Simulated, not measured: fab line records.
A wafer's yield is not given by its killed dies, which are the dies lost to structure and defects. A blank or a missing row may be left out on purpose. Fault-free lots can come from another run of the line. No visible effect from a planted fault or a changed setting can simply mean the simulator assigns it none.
The same fault as seen by 2 desks -- flow n5_finfet -- every desk sees just its own numbers, and what lay behind them comes last

## DESK OF THE TOOL OWNER: cmp-04
The tool's own readings at N5_ILD0_CMP_12 (polishes SiNx, stops on poly-Si, t overpolish 6 s, target thk 17.67 nm): means of the sampled wafers that have a number, for each lot that ran on this tool. If a lot's mean is further than 4 standard deviations from the usual mean, the lot is out of limits and carries the mark OUT (the distance appears in the brackets).
Columns: A = motor_current_A at N5_ILD0_CMP_12, usual 8.8 A; B = overpolish_run_s at N5_ILD0_CMP_12, usual 6.001 s; C = platen_rpm at N5_ILD0_CMP_12, usual 51.80 rpm; D = time_to_endpoint_s at N5_ILD0_CMP_12, usual 29.4 s
lot,first seen here,A,B,C,D
L456,day 3 17:27,8.2,6.005,51.80,29.1
L458,day 4 04:56,8.8,5.999,51.83,28.3
L466,day 6 10:17,8.3,5.995,51.78,60.0 (+11) OUT
L467,day 6 13:15,8.4,5.990,51.80,60.5 (+11) OUT
This desk finds L466, L467 out of limits, L466 being first, at day 6 10:17 (time_to_endpoint_s at N5_ILD0_CMP_12). L456, L458 stayed within limits.

## THE METROLOGY DESK
Lot by lot, what the gauges showed, no matter which tool ran the lot: averages of those sampled wafers that carry a number. If a lot's mean is further than 4 standard deviations from the usual mean, the lot is out of limits and carries the mark OUT (the distance appears in the brackets). Of its 11 readings 7 are shown: those that lie furthest out on some lot.
Columns: A = thk_nm at N5_ILD0_THK_MEAS_08, usual 139.0 nm; B = DIBL_N at N5_BEOL_M4_RC_MEAS_101, usual 35.8 mV/V; C = DIBL_P at N5_BEOL_M4_RC_MEAS_101, usual 36.0 mV/V; D = IOFF_P at N5_BEOL_M4_RC_MEAS_101, usual 0.21 nA/um; E = ION_P at N5_BEOL_M4_RC_MEAS_101, usual 462 uA/um; F = SS_P at N5_BEOL_M4_RC_MEAS_101, usual 73.2 mV/dec; G = VT_P at N5_BEOL_M4_RC_MEAS_101, usual -250 mV
lot,first seen here,A,B,C,D,E,F,G
L456,day 3 14:01,137.4,36.2,37.2,0.23,472,73.6,-248
L458,day 4 02:01,138.1,36.7,38.9,0.29,473,73.8,-242
L466,day 6 07:18,139.5,35.9,37.3,0.26,470,73.6,-245
L467,day 6 10:20,139.2,36.1,37.6,0.21,456,73.7,-251
L468,day 6 17:26,138.6,34.6,34.1,0.19,457,72.5,-250
L469,day 6 21:02,137.2,34.5,35.3,0.21,468,72.9,-249
L472,day 7 14:52,140.7,36.5,35.0,0.20,460,73.3,-251
L473,day 7 18:54,139.9,35.8,36.7,0.20,459,73.5,-251
L475,day 8 07:43,138.4,36.2,36.2,0.20,461,73.3,-251
L477,day 8 20:47,140.6,38.0,38.7,0.22,462,73.9,-250
This desk's finding: nothing out of limits on any of the 10 lots.

## TAKEN TOGETHER
An alarm could have come from the tool owner's desk at day 6 10:17, on L466, L467.
The metrology desk saw nothing out of limits.
The metrology desk holds a record of L466, L467, inside its limits.
Of the lots named, all ran N5_ILD0_CMP_12 on cmp-04.

## WHAT WAS PUT IN BY THE SIMULATOR
Process parameters drifting: cmp-04 at N5_ILD0_CMP_12, beginning at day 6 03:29. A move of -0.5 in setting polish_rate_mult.
Struck lots among those shown: L466, L467.
Time in hours from fault onset to the first out-of-limits reading at each desk: the tool owner's desk, 7.
